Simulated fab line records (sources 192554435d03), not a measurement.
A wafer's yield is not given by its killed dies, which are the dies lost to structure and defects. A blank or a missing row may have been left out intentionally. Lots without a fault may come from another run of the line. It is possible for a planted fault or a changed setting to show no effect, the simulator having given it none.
Commonality check across tools ; flow n5Finfet ; 9 lots, 27 wafers sampled

== THE REASON FOR OPENING IT ==
On 2 of the 9 lots, a flag is raised at N5_SD_EPI_N_EPI_MEAS_23 on the reading thkNm. No-fault wafers: 58.9 nm, standard deviation 1.2.
Rule: a lot is flagged when every wafer of it that has a number lies more than 4 standard deviations from that mean, or none has a number. The other lots count as sound.

lot;measured;on;thkNm (nm), wafer by wafer;flag
L187;day 3 14:28;filmMetro-01;60.5 59.7 60.6;
L188;day 3 15:16;filmMetro-02;58.3 56.4 58.6;
L190;day 4 06:40;filmMetro-02;58.1 59.9 58.4;
L193;day 5 04:41;filmMetro-02;59.0 60.8 58.8;
L195;day 5 11:38;filmMetro-01;60.3 58.9 63.6;
L198;day 6 04:04;filmMetro-01;58.8 57.1 60.0;
L200;day 6 16:21;filmMetro-02;58.5 58.6 58.9;
L204;day 7 17:19;filmMetro-01;51.7 51.7 51.6;FLAGGED
L208;day 8 17:55;filmMetro-01;50.8 52.3 53.5;FLAGGED
The numbers of the flagged lots are 51.9 nm on average: -7.0 nm against the usual, or -6 standard deviations.

== EACH LOT AND THE TOOL IT RAN ON ==
The record holds 4 process steps before the reading, out of a route of 1938 steps. Read each cell as the tool, then ch plus the chambers that the sampled wafers visited, then the start.
lot;flag;N5_DUMMY_GATE_ETCH_23;N5_SD_EPI_N_ETCHBACK_44;N5_SD_EPI_N_ETCH_45;N5_SD_EPI_N_EPI_21
L187;;rieSi-04 ch 2,3, day 3 08:35;rieDiel-04 ch 1,2,3, day 3 11:29;rieDiel-04 ch 1,2,3, day 3 11:35;epiRpcvd-02 ch 0, day 3 12:45
L188;;rieSi-04 ch 0,1, day 3 10:18;rieDiel-04 ch 0,3, day 3 12:17;rieDiel-04 ch 0,3, day 3 12:23;epiRpcvd-03 ch 0, day 3 14:23
L190;;rieSi-06 ch 0,1,2, day 4 00:24;rieDiel-01 ch 0,1,3, day 4 02:58;rieDiel-01 ch 0,1,3, day 4 03:04;epiRpcvd-01 ch 0, day 4 04:24
L193;;rieSi-05 ch 1,2,3, day 4 22:22;rieDiel-04 ch 1,3, day 5 01:43;rieDiel-04 ch 1,3, day 5 01:49;epiRpcvd-01 ch 0, day 5 02:58
L195;;rieSi-04 ch 0,3, day 5 06:19;rieDiel-04 ch 0,1, day 5 08:38;rieDiel-04 ch 0,1, day 5 08:44;epiRpcvd-02 ch 0, day 5 10:27
L198;;rieSi-06 ch 1,2, day 5 23:14;rieDiel-06 ch 0,1,2, day 6 01:04;rieDiel-06 ch 0,1,2, day 6 01:10;epiRpcvd-01 ch 0, day 6 02:54
L200;;rieSi-06 ch 0,1, day 6 11:14;rieDiel-04 ch 2,3, day 6 13:22;rieDiel-04 ch 2,3, day 6 13:28;epiRpcvd-02 ch 0, day 6 14:55
L204;FLAGGED;rieSi-04 ch 0,2, day 7 11:46;rieDiel-06 ch 0,1,2, day 7 14:20;rieDiel-06 ch 0,1,2, day 7 14:26;epiRpcvd-01 ch 0, day 7 15:52
L208;FLAGGED;rieSi-06 ch 1,2,3, day 8 11:40;rieDiel-04 ch 2,3, day 8 14:11;rieDiel-04 ch 2,3, day 8 14:17;epiRpcvd-01 ch 0, day 8 16:22
These steps, and what they do:
- N5_DUMMY_GATE_ETCH_23: etches poly-Si in HBr/Cl2/O2, target depth 41 nm, time 22.3 s.
- N5_SD_EPI_N_ETCHBACK_44: etches SiNx in CH3F/O2, stops on SiO2, target depth 14.5 nm.
- N5_SD_EPI_N_ETCH_45: etches SiOCN in CH3F/O2, target depth 6 nm.
- N5_SD_EPI_N_EPI_21: deposits Si:P, time 690 s.
- N5_SD_EPI_N_EPI_MEAS_23

== FLAGGED AGAINST TOTAL, ONE TOOL AT A TIME (gauges that did the reading follow at the end) ==
step;tool;lots run;flagged;share of the flagged lots;sound lots run after its first flagged lot
N5_DUMMY_GATE_ETCH_23;rieSi-04;4;1;some;0
N5_DUMMY_GATE_ETCH_23;rieSi-05;1;0;none;-
N5_DUMMY_GATE_ETCH_23;rieSi-06;4;1;some;0
N5_SD_EPI_N_ETCHBACK_44;rieDiel-01;1;0;none;-
N5_SD_EPI_N_ETCHBACK_44;rieDiel-04;6;1;some;0
N5_SD_EPI_N_ETCHBACK_44;rieDiel-06;2;1;some;0
N5_SD_EPI_N_ETCH_45;rieDiel-01;1;0;none;-
N5_SD_EPI_N_ETCH_45;rieDiel-04;6;1;some;0
N5_SD_EPI_N_ETCH_45;rieDiel-06;2;1;some;0
N5_SD_EPI_N_EPI_21;epiRpcvd-01;5;2;all;0
N5_SD_EPI_N_EPI_21;epiRpcvd-02;3;0;none;-
N5_SD_EPI_N_EPI_21;epiRpcvd-03;1;0;none;-
N5_SD_EPI_N_EPI_MEAS_23;filmMetro-01;5;2;all;0
N5_SD_EPI_N_EPI_MEAS_23;filmMetro-02;4;0;none;-

== WHAT THE TABLE ALLOWS ==
Rows of the table that ran all the flagged lots, 2 in number: epiRpcvd-01 at N5_SD_EPI_N_EPI_21; filmMetro-01 at N5_SD_EPI_N_EPI_MEAS_23.
- epiRpcvd-01 at N5_SD_EPI_N_EPI_21 ran 5 lots, 2 of them flagged. A fault beginning between L198 (day 6 02:54), its last sound lot, and L204 (day 7 15:52), its first flagged one, fits the data.
- filmMetro-01 at N5_SD_EPI_N_EPI_MEAS_23 ran 5 lots, 2 of them flagged. A fault beginning between L198 (day 6 04:04), its last sound lot, and L204 (day 7 17:19), its first flagged one, fits the data.
Counting lots can't tell these 2 tools apart, because each fits a fault that began at some hour. More lots, or a look at what each step does to the wafer, might.

== WHAT THE SIMULATOR HAD PUT IN ==
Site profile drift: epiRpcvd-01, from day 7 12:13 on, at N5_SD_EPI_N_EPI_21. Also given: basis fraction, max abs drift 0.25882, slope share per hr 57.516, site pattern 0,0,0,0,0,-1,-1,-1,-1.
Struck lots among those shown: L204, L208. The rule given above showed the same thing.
